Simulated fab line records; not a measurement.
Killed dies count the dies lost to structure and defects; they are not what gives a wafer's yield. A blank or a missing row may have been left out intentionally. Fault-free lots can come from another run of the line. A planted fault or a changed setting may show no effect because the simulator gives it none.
fab line records	flow n5_finfet
record: lots: 9	wafers: 27	last_day: 18
route steps=1938 shown FIN_CUT@173 STI_FIN_REVEAL@196 BEOL_M4@1111 PASSIVATION@1936
lots that met no fault: from a run of the same line without faults
start_h: hours from the record's opening day to when the first of the lot's shown wafers began	wait_h: time in hours since the lot's previous step	" as in the row above	L1.1+2: one row covering several wafers at once	- no value, or no start given	* or withheld: withheld	< > ~ a bound
route shown NAME@n: a module of which the file shows steps, and the number in the route of the first	usual: mean and standard deviation over wafers with no fault	same: alike in all rows	chamber/n: place in a boat	sites: each site's reading	_std_site: the values' standard deviation	_edge_site: the outer-site mean with the inner-site mean subtracted	radius_mm: for every site, how far away it sits from the centre of the wafer	mask NAME#n: copy n	behind: the tool/chamber that last shaped the wafer	hold: what put the lot on hold/how long, in hours/how the hold closed	device: transistor that didn't switch, given as n, p or np	end of line: the route-end tests of the same wafers	a step given without rows: its recipe and nothing more	killed: count of dies lost to structure and defects at first sort (not the wafer's yield)	map: a wafer's dies, x killed, . not, _ none there
set.NAME: the setting the step ran with; set.NAME@STEP: the setting that earlier step ran with	model.NAME: the simulator's own value behind a step, which no gauge read
route steps across a sampled set of lots; one table per step, one row per wafer
services: from which hour (start_h, from the record's first day; less than 0 if before it) a tool's chamber was out of use, for how many hours, and why
== steps ==
step: N5_FIN_CUT_CUT_ETCH_26
recipe: chemistry: CH3F/O2	target: SiNx	target_depth_a: 390	mask_material: SOC	time_s: 55.7	pressure_mtorr: 30	source_w: 395	bias_w: 73	Ar_flow_sccm: 150	CH3F_flow_sccm: 30	O2_flow_sccm: 20	ion_energy_ev: 120
usual: O2_flow_sccm: 20.01/0.056	drypump_motor_current_A: 5.5/0.5	oes_product_au: 0.78/0.061	rf_vpp_V: 296/3.3	showerhead_plenum_p_Torr: 1.97/0.076	throttle_valve_pct: 16.29/0.19
lot.wafer	tool	chamber	start_h	wait_h	O2_flow_sccm	drypump_motor_current_A	oes_product_au	rf_hours_counter_h	rf_vpp_V	showerhead_plenum_p_Torr	throttle_valve_pct
L693.2	rie_diel-01	3	33.66	0.0	19.96	5.8	0.73	192	297	1.99	16.39
L693.3	"	0	"	"	19.93	5.4	0.85	65	296	1.87	16.09
L693.6	"	2	"	"	20.09	6.3	0.77	-	299	2.01	16.14
L698.2	rie_diel-02	1	62.74	0.0	20.05	6.3	0.81	114	295	1.93	16.11
L698.3	"	2	"	"	19.98	5.1	0.77	124	296	1.93	16.22
L698.4	"	3	"	"	20.02	5.9	0.81	106	299	2.02	16.24
L701.2	rie_diel-01	2	81.52	0.0	20.03	6.3	0.76	127	296	2.00	16.15
L701.4	"	3	"	"	20.10	5.7	0.72	206	297	1.99	16.41
L701.5	"	3	"	"	20.12	5.8	0.72	-	296	1.99	16.43
L702.1	rie_diel-01	3	88.77	0.0	20.06	5.7	0.72	208	298	1.99	16.43
L702.5	"	1	"	"	19.96	4.7	0.72	-	299	2.09	16.58
L702.6	"	2	"	"	20.00	6.3	0.75	-	298	2.00	16.15
L704.1	rie_diel-01	2	101.77	0.0	19.91	6.3	0.74	133	297	2.00	16.18
L704.5	"	0	"	"	20.02	5.4	0.82	-	295	1.86	16.12
L704.6	"	3	"	"	20.07	5.7	0.72	-	298	1.99	16.43
L706.1	rie_diel-02	2	111.31	0.0	20.09	5.1	0.77	139	297	1.92	16.28
L706.3	"	3	"	"	19.98	5.9	0.80	122	301	2.01	16.28
L706.5	"	1	"	"	19.88	6.3	0.80	-	294	1.92	16.15
L712.2	rie_diel-01	2	147.11	0.0	19.93	6.3	0.74	147	298	2.00	16.18
L712.3	"	1	"	"	20.02	4.7	0.72	179	298	2.08	16.62
L712.4	"	3	"	"	20.03	5.7	0.70	226	295	1.98	16.45
L713.1	rie_diel-02	1	153.93	0.0	19.97	6.2	0.79	142	295	1.92	16.16
L713.3	"	2	"	"	19.96	5.1	0.76	151	297	1.92	16.27
L713.5	"	0	"	"	19.90	5.3	0.89	-	300	2.12	15.99
L714.1	rie_diel-06	3	160.51	0.0	20.06	5.6	0.67	223	295	1.90	16.33
L714.3	"	1	"	"	20.02	5.0	0.78	137	291	1.92	16.35
L714.5	"	2	"	"	19.95	5.0	0.74	-	291	1.93	16.37
step: N5_FIN_CUT_CUT_ETCH_27
recipe: chemistry: CHF3/O2	target: SiO2	target_depth_a: 40	mask_material: SOC	overetch_a: 20	time_s: 4.9	pressure_mtorr: 30	source_w: 650	bias_w: 170	Ar_flow_sccm: 200	CHF3_flow_sccm: 50	O2_flow_sccm: 5	ion_energy_ev: 200
usual: O2_flow_sccm: 4.999/0.014	drypump_motor_current_A: 5.5/0.5	oes_product_au: 0.61/0.045	rf_vpp_V: 522/5.7	showerhead_plenum_p_Torr: 2.38/0.088	throttle_valve_pct: 18.75/0.19
lot.wafer	tool	chamber	start_h	wait_h	O2_flow_sccm	drypump_motor_current_A	oes_product_au	rf_hours_counter_h	rf_vpp_V	showerhead_plenum_p_Torr	throttle_valve_pct
L693.2	rie_diel-01	3	33.71	0.0	5.003	5.7	0.57	192	523	2.40	18.87
L693.3	"	0	"	"	4.996	5.4	0.66	65	519	2.26	18.54
L693.6	"	2	"	"	5.011	6.3	0.61	-	524	2.42	18.59
L698.2	rie_diel-02	1	62.78	0.0	4.990	6.3	0.64	114	520	2.33	18.57
L698.3	"	2	"	"	5.015	5.1	0.61	124	521	2.33	18.72
L698.4	"	3	"	"	4.999	5.9	0.64	106	527	2.43	18.72
L701.2	rie_diel-01	2	81.57	0.0	5.001	6.3	0.60	127	525	2.41	18.62
L701.4	"	3	"	"	4.982	5.8	0.56	206	522	2.40	18.88
L701.5	"	3	"	"	4.985	5.8	0.57	-	523	2.40	18.89
L702.1	rie_diel-01	3	88.82	0.0	5.020	5.7	0.56	208	522	2.40	18.89
L702.5	"	1	"	"	5.001	4.7	0.58	-	526	2.51	19.07
L702.6	"	2	"	"	5.007	6.3	0.59	-	526	2.41	18.62
L704.1	rie_diel-01	2	101.81	0.0	5.002	6.3	0.59	133	525	2.41	18.61
L704.5	"	0	"	"	5.014	5.4	0.65	-	518	2.25	18.58
L704.6	"	3	"	"	5.004	5.7	0.57	-	522	2.40	18.89
L706.1	rie_diel-02	2	111.36	0.0	4.996	5.1	0.61	139	522	2.32	18.73
L706.3	"	3	"	"	5.001	5.9	0.62	122	527	2.42	18.72
L706.5	"	1	"	"	4.993	6.3	0.63	-	518	2.32	18.58
L712.2	rie_diel-01	2	147.15	0.0	4.973	6.3	0.59	147	524	2.40	18.64
L712.3	"	1	"	"	4.995	4.7	0.57	179	523	2.51	19.09
L712.4	"	3	"	"	4.996	5.7	0.56	226	521	2.39	18.92
L713.1	rie_diel-02	1	153.98	0.0	5.003	6.3	0.62	142	520	2.31	18.62
L713.3	"	2	"	"	4.998	5.1	0.60	151	522	2.32	18.75
L713.5	"	0	"	"	5.001	5.2	0.69	-	526	2.55	18.45
L714.1	rie_diel-06	3	160.55	0.0	4.973	5.6	0.54	223	519	2.29	18.77
L714.3	"	1	"	"	5.007	4.9	0.62	137	514	2.32	18.84
L714.5	"	2	"	"	4.989	5.0	0.60	-	511	2.32	18.84
step: N5_STI_FIN_REVEAL_RECESS_09
recipe: chemistry: HF/NH3	target: SiO2	afs_cycles: 11	target_depth_a: 425	temp_c: 30	sublimation_temp_c: 180	sublimation_time_s: 60
usual: drypump_motor_current_A: 5.4/0.37
lot.wafer	tool	chamber	start_h	wait_h	drypump_motor_current_A
L693.2	vapor_etch-01	0	40.15	0.0	5.5
L693.3	"	1	"	"	4.7
L693.6	"	0	"	"	5.5
L698.2	vapor_etch-01	1	69.16	0.0	4.7
L698.3	"	0	"	"	5.5
L698.4	"	1	"	"	4.7
L701.2	vapor_etch-02	0	87.92	0.0	5.8
L701.4	"	0	"	"	5.8
L701.5	"	1	"	"	5.4
L702.1	vapor_etch-01	0	96.05	0.0	5.5
L702.5	"	1	97.11	1.1	4.7
L702.6	"	0	"	"	5.5
L704.1	vapor_etch-02	0	109.21	0.0	5.8
L704.5	"	1	110.27	1.1	5.5
L704.6	"	0	"	"	5.8
L706.1	vapor_etch-02	1	117.70	0.0	5.4
L706.3	"	1	"	"	5.4
L706.5	"	0	"	"	5.8
L712.2	vapor_etch-02	1	153.63	0.0	5.5
L712.3	"	1	"	"	5.5
L712.4	"	0	"	"	5.8
L713.1	vapor_etch-02	0	160.73	0.2	5.8
L713.3	"	0	"	"	5.8
L713.5	"	1	"	"	5.5
L714.1	vapor_etch-02	0	168.31	0.0	5.8
L714.3	"	1	"	"	5.5
L714.5	"	0	"	"	5.7
step: N5_STI_FIN_REVEAL_PRECLEAN_18
recipe: chemistry: SC2	time_s: 45	temp_c: 35	mix: 1:1:50
lot.wafer	tool	chamber	start_h	wait_h
L693.2+3+6	wet_bench-02	1,6,5	42.89	0.0
L698.2+3+4	wet_bench-02	4,6,5	71.92	0.0
L701.2+4+5	wet_bench-03	7,2,3	90.65	0.0
L702.1+5+6	wet_bench-02	4,0,3	98.78	0.0
L704.1+5+6	wet_bench-02	6,2,3	111.94	0.0
L706.1+3+5	wet_bench-02	5,4,2	120.44	0.0
L712.2+3+4	wet_bench-06	1,6,3	156.36	0.0
L713.1+3+5	wet_bench-03	6,2,0	163.64	0.0
L714.1+3+5	wet_bench-03	6,5,4	171.24	0.0
step: N5_STI_FIN_REVEAL_INSPECT_13
recipe: inspect_instrument: darkfield	mode: post_clean
usual: raw_defect_count: 11/4.6
lot.wafer	tool	chamber	start_h	wait_h	raw_defect_count
L693.2	defect_inspect-02	-	42.94	0.0	4
L693.3	"	-	"	"	10
L693.6	"	-	"	"	10
L698.2	defect_inspect-01	-	71.97	0.0	8
L698.3	"	-	"	"	11
L698.4	"	-	"	"	19
L701.2	defect_inspect-02	-	90.71	0.0	8
L701.4	"	-	"	"	13
L701.5	"	-	"	"	18
L702.1	defect_inspect-01	-	98.84	0.0	11
L702.5	"	-	"	"	9
L702.6	"	-	"	"	12
L704.1	defect_inspect-01	-	111.99	0.0	674
L704.5	"	-	"	"	658
L704.6	"	-	"	"	698
L706.1	defect_inspect-02	-	120.50	0.0	682
L706.3	"	-	"	"	699
L706.5	"	-	"	"	697
L712.2	defect_inspect-02	-	156.41	0.0	18
L712.3	"	-	"	"	16
L712.4	"	-	"	"	7
L713.1	defect_inspect-01	-	163.69	0.0	13
L713.3	"	-	"	"	15
L713.5	"	-	"	"	6
L714.1	defect_inspect-01	-	171.29	0.0	7
L714.3	"	-	"	"	15
L714.5	"	-	"	"	16
step: N5_BEOL_M4_RC_MEAS_101
usual: DIBL_N: 36.5/1.4	DIBL_P: 36.9/1.7	IOFF_N: 0.163/0.023	IOFF_P: 0.22/0.032	ION_N: 673/9	ION_P: 462/7.5	SS_N: 71.6/0.54	SS_P: 73.4/0.62	VT_N: 249.8/2.8	VT_P: -250/3.5
lot.wafer	tool	chamber	start_h	wait_h	DIBL_N[mV/V]	DIBL_P[mV/V]	IOFF_N[nA/um]	IOFF_P[nA/um]	ION_N[uA/um]	ION_P[uA/um]	SS_N[mV/dec]	SS_P[mV/dec]	VT_N[mV]	VT_P[mV]
L693.2	prober-01	0	167.30	0.2	35.0	35.9	0.143	0.21	657	457	71.2	73.6	253.3	-248
L693.3	"	0	"	"	37.3	38.7	0.184	0.26	680	468	71.9	74.2	247.2	-245
L693.6	"	0	"	"	36.1	37.2	0.163	0.23	663	460	72.0	73.8	250.5	-249
L698.2	prober-01	0	197.64	0.2	35.7	35.3	0.135	0.19	663	459	71.3	73.8	253.6	-253
L698.3	"	0	"	"	37.9	38.6	0.182	0.24	680	464	71.5	74.6	247.2	-248
L698.4	"	0	"	"	37.6	37.6	0.172	0.22	689	470	71.0	74.1	249.3	-251
L701.2	prober-02	0	216.07	0.2	33.7	34.2	0.114	0.14	642	441	71.0	72.4	256.7	-258
L701.4	"	0	"	"	35.0	37.2	0.146	0.18	671	453	71.8	72.6	250.6	-256
L701.5	"	0	"	"	35.0	36.4	0.137	0.17	670	453	71.4	73.4	253.7	-256
L702.1	prober-02	0	233.35	0.0	36.8	36.6	0.161	0.23	678	466	71.1	73.2	252.8	-248
L702.5	"	0	"	"	34.4	33.9	0.132	0.19	672	465	70.5	72.3	252.3	-247
L702.6	"	0	"	"	36.3	36.0	0.153	0.23	672	460	71.6	73.4	251.1	-249
L704.1	prober-02	0	245.61	0.0	37.6	38.3	0.190	0.26	675	466	71.9	73.5	247.7	-248
L704.5	"	0	"	"	35.4	34.8	0.134	0.19	655	447	70.7	72.7	255.9	-253
L704.6	"	0	"	"	36.4	36.9	0.165	0.23	686	467	71.2	73.6	248.5	-251
L706.1	prober-02	0	258.78	0.0	36.8	37.7	0.165	0.23	676	463	71.1	74.2	250.1	-249
L706.3	"	0	"	"	38.4	39.3	0.190	0.27	678	470	71.7	73.5	249.8	-246
L706.5	"	0	"	"	37.9	38.4	0.181	0.25	676	468	71.4	73.5	249.2	-249
L712.2	prober-02	0	282.28	0.2	37.8	39.6	0.191	0.22	679	457	71.9	74.2	247.5	-252
L712.3	"	0	"	"	35.1	36.1	0.142	0.17	671	448	71.0	73.7	251.1	-258
L712.4	"	0	"	"	34.4	35.9	0.128	0.17	656	454	70.8	73.8	255.7	-254
L713.1	prober-01	0	307.65	0.0	32.4	32.4	0.116	0.17	662	457	70.1	72.2	252.3	-253
L713.3	"	0	"	"	33.6	34.1	0.125	0.18	672	472	70.4	72.7	252.2	-251
L713.5	"	0	"	"	33.5	33.6	0.126	0.17	670	458	70.2	72.0	247.5	-254
L714.1	prober-02	0	309.87	0.0	37.4	36.8	0.154	0.21	669	464	71.8	73.0	251.2	-249
L714.3	"	0	"	"	35.0	33.4	0.117	0.16	668	456	71.4	72.8	254.7	-253
L714.5	"	0	"	"	37.4	36.2	0.156	0.20	664	455	71.9	73.4	252.8	-249
step: N5_PASSIVATION_PROBE_49
usual: defect_limited_yield: 91.2/1.4	killed_at_M0_to_M3: 35/11	killed_at_M4_up: 12/4.2	killed_at_contacts: 13/5.6	killed_at_front_end: 40/12	killed_at_other: 3.3/2.6	killed_dies: 103/17	killed_on_rim: 14/4.5	killed_open: 68/12	killed_short: 34/7.6	sort_bin_5_function: 5.1/0.95	sort_bin_6_memory: 3.3/0.68	sort_bin_8_speed: 0.00/0.007	sort_n_pass: 1077/17	sort_yield_pct: 91.2/1.4
same: gross_dies: 1180	killed_at_back_side: 0	sort_bin_4_leakage[%]: 0
lot.wafer	tool	chamber	start_h	wait_h	defect_limited_yield[%]	killed_at_M0_to_M3	killed_at_M4_up	killed_at_contacts	killed_at_front_end	killed_at_other	killed_dies	killed_on_rim	killed_open	killed_short	sort_bin_5_function[%]	sort_bin_6_memory[%]	sort_bin_8_speed[%]	sort_n_pass	sort_yield_pct[%]
L702.1	prober-01	-	324.92	0.0	91.9	34	6	15	38	3	96	16	61	33	4.7	2.8	0	1084	91.9
L702.5	prober-01	-	325.12	0.2	91.4	39	14	16	31	2	102	11	67	31	5.4	2.5	0	1078	91.4
L702.6	prober-01	-	325.17	0.3	91.1	35	9	12	45	4	105	13	79	26	5.1	3.7	0	1075	91.1
L704.1	prober-02	-	339.91	0.0	83.0	41	17	11	132	0	201	34	76	37	10.2	4.3	0	979	83.0
L704.5	prober-02	-	340.11	0.2	85.5	28	15	4	115	9	171	24	56	38	8.2	3.9	0	1009	85.5
L704.6	prober-02	-	340.16	0.3	80.3	22	14	10	183	3	232	21	66	37	13.1	3.7	0	948	80.3
L706.1	prober-02	-	355.75	0.0	78.9	43	17	11	177	1	249	20	83	36	12.6	6.0	0	931	78.9
L706.3	prober-02	-	355.85	0.1	85.5	35	7	12	112	5	171	36	77	35	9.0	3.9	0	1009	85.5
L706.5	prober-02	-	355.95	0.2	83.9	22	15	16	132	5	190	31	77	35	10.5	3.2	0	990	83.9
L712.2	prober-02	-	383.03	0.1	90.3	55	7	14	35	4	115	15	67	47	6.5	3.1	0	1065	90.3
L712.3	prober-02	-	383.08	0.1	88.6	46	12	21	46	9	134	20	96	37	7.2	3.6	0	1046	88.6
L712.4	prober-02	-	383.13	0.2	89.5	59	15	21	26	3	124	20	82	40	6.9	3.3	0	1056	89.5
killed by level:class
L702.1 MOL_CONTACT_COAG:geometric_particle:open=11 STI_FIN_REVEAL:geometric_particle:open=9 BEOL_M0_SAQP:geometric_particle:open=7 FIN_SAQP:geometric_particle:open=6 BEOL_M0_SAQP:geometric_particle:short=6 BEOL_M3:geometric_particle:open=6 BEOL_M1:geometric_particle:open=5 FIN_SAQP:geometric_particle:short=4
L702.5 STI_FIN_REVEAL:geometric_particle:open=10 MOL_CONTACT_COAG:geometric_particle:open=9 BEOL_M4:geometric_particle:open=8 BEOL_M0_SAQP:geometric_particle:open=8 MOL_CONTACT_COAG:geometric_particle:short=6 BEOL_M0_SAQP:geometric_particle:short=6 BEOL_M2:geometric_particle:open=6 BEOL_M3:geometric_particle:open=6
L702.6 BEOL_M0_SAQP:geometric_particle:open=16 STI_FIN_REVEAL:geometric_particle:open=13 MOL_CONTACT_COAG:geometric_particle:open=10 FIN_SAQP:geometric_particle:open=9 STARTING-WAFER:geometric_particle:short=6 BEOL_M0_SAQP:geometric_particle:short=5 BEOL_M2:geometric_particle:open=5 BEOL_M1:geometric_particle:open=4
L704.1 STI_FIN_REVEAL:unspecified=84 STI_FIN_REVEAL:geometric_particle:open=13 BEOL_M0_SAQP:geometric_particle:short=12 BEOL_M0_SAQP:geometric_particle:open=12 BEOL_M4:geometric_particle:open=10 MOL_CONTACT_COAG:geometric_particle:open=8 FIN_SAQP:geometric_particle:open=5 DUMMY_GATE:geometric_particle:open=5
L704.5 STI_FIN_REVEAL:unspecified=77 BEOL_M4:geometric_particle:open=9 BEOL_M0_SAQP:geometric_particle:short=9 BEOL_M0_SAQP:geometric_particle:open=9 ILD0:geometric_particle:short=7 STI_FIN_REVEAL:geometric_particle:open=5 ILD0:geometric_particle:open=5 GATE_CUT:geometric_particle:short=4
L704.6 STI_FIN_REVEAL:unspecified=128 STI_FIN_REVEAL:geometric_particle:open=14 MOL_CONTACT_COAG:geometric_particle:open=9 FIN_SAQP:geometric_particle:open=8 ILD0:geometric_particle:short=6 GATE_CUT:geometric_particle:short=6 BEOL_M0_SAQP:geometric_particle:open=5 FIN_SAQP:geometric_particle:short=4
L706.1 STI_FIN_REVEAL:unspecified=127 FIN_SAQP:geometric_particle:open=13 BEOL_M0_SAQP:geometric_particle:open=12 BEOL_M1:geometric_particle:open=11 STI_FIN_REVEAL:geometric_particle:open=8 MOL_CONTACT_COAG:geometric_particle:open=8 FIN_CUT:geometric_particle:short=5 BEOL_M0_SAQP:geometric_particle:short=5
L706.3 STI_FIN_REVEAL:unspecified=57 FIN_SAQP:geometric_particle:open=19 MOL_CONTACT_COAG:geometric_particle:open=11 FIN_SAQP:geometric_particle:short=9 BEOL_M1:geometric_particle:open=7 BEOL_M2:geometric_particle:open=7 GATE_CUT:geometric_particle:short=6 BEOL_M0_SAQP:geometric_particle:open=6
L706.5 STI_FIN_REVEAL:unspecified=77 FIN_SAQP:geometric_particle:open=13 MOL_CONTACT_COAG:geometric_particle:open=13 FIN_SAQP:geometric_particle:short=9 BEOL_M0_SAQP:geometric_particle:open=8 STI_FIN_REVEAL:geometric_particle:open=7 GATE_CUT:geometric_particle:short=6 BEOL_M5:geometric_particle:open=5
L712.2 BEOL_M0_SAQP:geometric_particle:open=20 BEOL_M0_SAQP:geometric_particle:short=11 STI_FIN_REVEAL:geometric_particle:open=9 GATE_CUT:geometric_particle:short=9 MOL_CONTACT_COAG:geometric_particle:open=9 BEOL_M3:geometric_particle:open=7 MOL_CONTACT_COAG:geometric_particle:short=5 BEOL_M0:geometric_particle:short=5
L712.3 MOL_CONTACT_COAG:geometric_particle:open=15 STI_FIN_REVEAL:geometric_particle:open=13 BEOL_M2:geometric_particle:open=12 BEOL_M0_SAQP:geometric_particle:open=9 BEOL_M3:geometric_particle:open=9 BEOL_M4:geometric_particle:open=7 MOL_CONTACT_COAG:geometric_particle:short=6 STARTING-WAFER:geometric_particle:short=5
L712.4 MOL_CONTACT_COAG:geometric_particle:open=17 BEOL_M3:geometric_particle:open=13 BEOL_M0_SAQP:geometric_particle:short=11 STI_FIN_REVEAL:geometric_particle:open=9 BEOL_M1:geometric_particle:open=7 BEOL_M0_SAQP:geometric_particle:open=6 BEOL_M0:geometric_particle:open=6 BEOL_M2:geometric_particle:open=6
== services ==
tool	chamber	start_h	hours	kind
rie_diel-01	1	16.98	6.8	repair
rie_diel-01	-	89.90	2.8	pm
rie_diel-02	0	100.79	3.5	repair
rie_diel-02	0	104.59	9.6	repair
rie_diel-02	3	125.78	8.9	repair
rie_diel-06	0	161.86	8.2	repair
wet_bench-06	-	170.09	91.6	repair
== key ==
first_sign: step: N5_STI_FIN_REVEAL_INSPECT_13	reading: raw_defect_count	direction: up	sigmas: 99+	usual: 11	struck: 685
effect: step: N5_PASSIVATION_PROBE_49	reading: killed_at_front_end	direction: up	sigmas: 8.4	usual: 40	struck: 142
more_kills_born_at: N5_STI_FIN_REVEAL_PRECLEAN_18@wet_bench-02: 550
met_at N5_STI_FIN_REVEAL_PRECLEAN_18
struck_lots L704,L706
not_acting_at N5_FIN_CUT_CUT_ETCH_26,N5_FIN_CUT_CUT_ETCH_27,N5_STI_FIN_REVEAL_RECESS_09
onset_between 98.78 111.94
fault: kind: chamber_particle_source	tool: wet_bench-02	chamber: -	onset_h: 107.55	steps: N5_STI_FIN_REVEAL_PRECLEAN_18	rate_per_visit_cm2: 1.0433	end_h: 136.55
